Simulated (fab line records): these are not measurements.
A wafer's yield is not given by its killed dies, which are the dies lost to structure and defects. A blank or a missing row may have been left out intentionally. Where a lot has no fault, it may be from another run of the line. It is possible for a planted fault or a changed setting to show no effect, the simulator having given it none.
Comparing a struck lot with a sound one	flow nand_harc	13 steps out of a route of 1302
Sound: the wafers L463.1, L463.2, L463.6. Wafers struck: L475.1, L475.5. The cause is named last.
Each step with rows lists, per side, the tool, then ch with its chambers, then its first start. Under that, the readings that differ: sound wafers	struck wafers	difference of the means	sigmas: that difference in standard deviations of wafers without a fault.
alike: readings with means less than 2 such deviations apart, plus words and numbers identical on both sides. not compared: withheld readings, readings lacking a value on some wafer, bounds such as >300 that could conceal the same value, and numbers that have no deviation in the record and whose values overlap.
The two part at a step that has a row with sigmas, a row that says differs or no value, or rows on one side only. Numbers that don't overlap but have no deviation are shown without sigmas and don't part them. Lack of a reading on every wafer of one side parts them only where that side has two or more wafers.

first, 1 step without rows for these wafers: NHARC_A_SLIT_SRD_20.
NHARC_A_SLIT_CD_MEAS_21:
  sound on cd_sem-02 at day 20 22:42; struck on cd_sem-03 at day 25 18:29
  alike: cd_nm
then, 3 steps without rows for these wafers: NHARC_A_SIN_REMOVE_WET_00 (chemistry H3PO4, time 15300 s); NHARC_A_SIN_REMOVE_PRECLEAN_01 (cleans in SC1); NHARC_A_SIN_REMOVE_SRD_02.
NHARC_A_SIN_REMOVE_INSPECT_04:
  sound on defect_inspect-01 at day 21 05:22; struck on defect_inspect-01 at day 26 01:59
  alike: raw_defect_count
NHARC_A_WL_FILL_ALD_00: deposits Al2O3, target thk 3 nm, pulse time 3 s, ald cycles 30.
  sound on ald_hk-04 ch 2,3, day 21 05:26; struck on ald_hk-02 ch 0, day 26 02:02
  alike: heater_power_w, precursor_pulse_height_rel
NHARC_A_WL_FILL_RTA_01: time 5 s.
  sound on rtp_anneal-01 ch 0, day 21 05:53; struck on rtp_anneal-01 ch 0, day 26 02:18
  alike: lamp_power_pct, lamp_zone_1_pct, lamp_zone_7_pct, wafer_temp_C_max
NHARC_A_WL_FILL_ALD_02: deposits TiN, target thk 2 nm, pulse time 3 s, ald cycles 100.
  sound on ald_metal-02 ch 0,3, day 21 06:06; struck on ald_metal-01 ch 0,2, day 26 02:35
  alike: heater_power_w, precursor_pulse_height_rel
NHARC_A_WL_FILL_CVD_03: deposits W, target thk 40 nm, time 279 s.
  sound on cvd_w-02 ch 0,1, day 21 06:32; struck on cvd_w-01 ch 0,1, day 26 02:57
  alike: chamber_pressure_Torr, heater_power_w, throttle_valve_pct
NHARC_A_WL_FILL_ETCHBACK_04: etches the open film in NF3, target depth 60 nm, time 120 s.
  sound on rie_metal-02 ch 0,1, day 21 06:55; struck on rie_metal-02 ch 0, day 26 03:20
reading	sound	struck	difference	sigmas
run_length_s (s)	141.0 141.2 140.7	89.7 89.9	-51.2	-99 or more
  alike: drypump_motor_current_A, oes_product_au
  not compared: rf_hours_counter_h
NHARC_A_WL_FILL_ETCHBACK_05: etches the open film in Cl2/BCl3, target depth 22 nm, time 60 s.
  sound on rie_metal-02 ch 0,1, day 21 07:09; struck on rie_metal-02 ch 0,1, day 26 03:34
  alike: drypump_motor_current_A, oes_product_au, run_length_s
  not compared: rf_hours_counter_h
next, for these wafers, 1 step has no rows: NHARC_END_SORT_01.

WHERE THEY PART
Only at NHARC_A_WL_FILL_ETCHBACK_04, within this record. Later steps at which nothing parts them and some readings are alike: NHARC_A_WL_FILL_ETCHBACK_05.

WHY: whatever the simulator had introduced
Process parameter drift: rie_metal-02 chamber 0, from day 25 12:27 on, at NHARC_A_WL_FILL_ETCHBACK_04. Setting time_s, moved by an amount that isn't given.
